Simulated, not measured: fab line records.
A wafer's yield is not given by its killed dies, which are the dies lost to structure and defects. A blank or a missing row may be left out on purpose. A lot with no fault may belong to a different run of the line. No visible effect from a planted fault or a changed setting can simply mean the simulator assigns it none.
Matching of chambers -- flow n5_finfet -- 3 sister chambers for N5_BEOL_M2_ETCH_64 on rie_diel-01
The step etches SOC in N2/H2, target depth 75 nm, overetch 22.5 nm, time 121.9 s. 6 wafers are shown with their chamber, then 6 later ones without.

## EACH WAFER AND ITS CHAMBER
wafer,chamber,drypump_motor_current_A (A),showerhead_plenum_p_Torr (Torr)
L658.1,2,5.9,2.70
L658.5,2,5.9,2.70
L658.6,0,5.9,2.70
L669.3,0,5.9,2.69
L671.4,3,5.2,2.57
L671.5,3,5.3,2.57

## WAFERS MISSING THEIR CHAMBER
wafer,drypump_motor_current_A (A),showerhead_plenum_p_Torr (Torr)
L671.6,5.9,2.69
L672.2,5.9,2.69
L672.4,5.9,2.68
L672.6,5.9,2.69
L678.1,5.2,2.57
L678.2,5.9,2.69

## EACH ONE'S CHAMBER
wafer,from the rows above,in truth
L671.6,can't be placed: 0 or 2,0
L672.2,can't be placed: 0 or 2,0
L672.4,can't be placed: 0 or 2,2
L672.6,can't be placed: 0 or 2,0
L678.1,3,3
L678.2,can't be placed: 0 or 2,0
1 of 6 placed correctly. From these rows, 5 cannot be placed; in 5 the true chamber is one of the candidates. Number placed wrongly: 0.
How it was worked out, from the rows above alone: a wafer's distance from a chamber is the root of the sum, over the readings, of the square of ((its reading less the chamber's mean) divided by the reading's scatter). The wafer belongs to the nearest chamber; if the next one is less than 2 further off, it can't be placed. For every chamber, the mean is computed from those of its wafers that are shown. How the scatter is found: for the shown wafers, subtract from each reading the mean of its chamber, square and add these, divide the total by (wafers less chambers), then take the root.
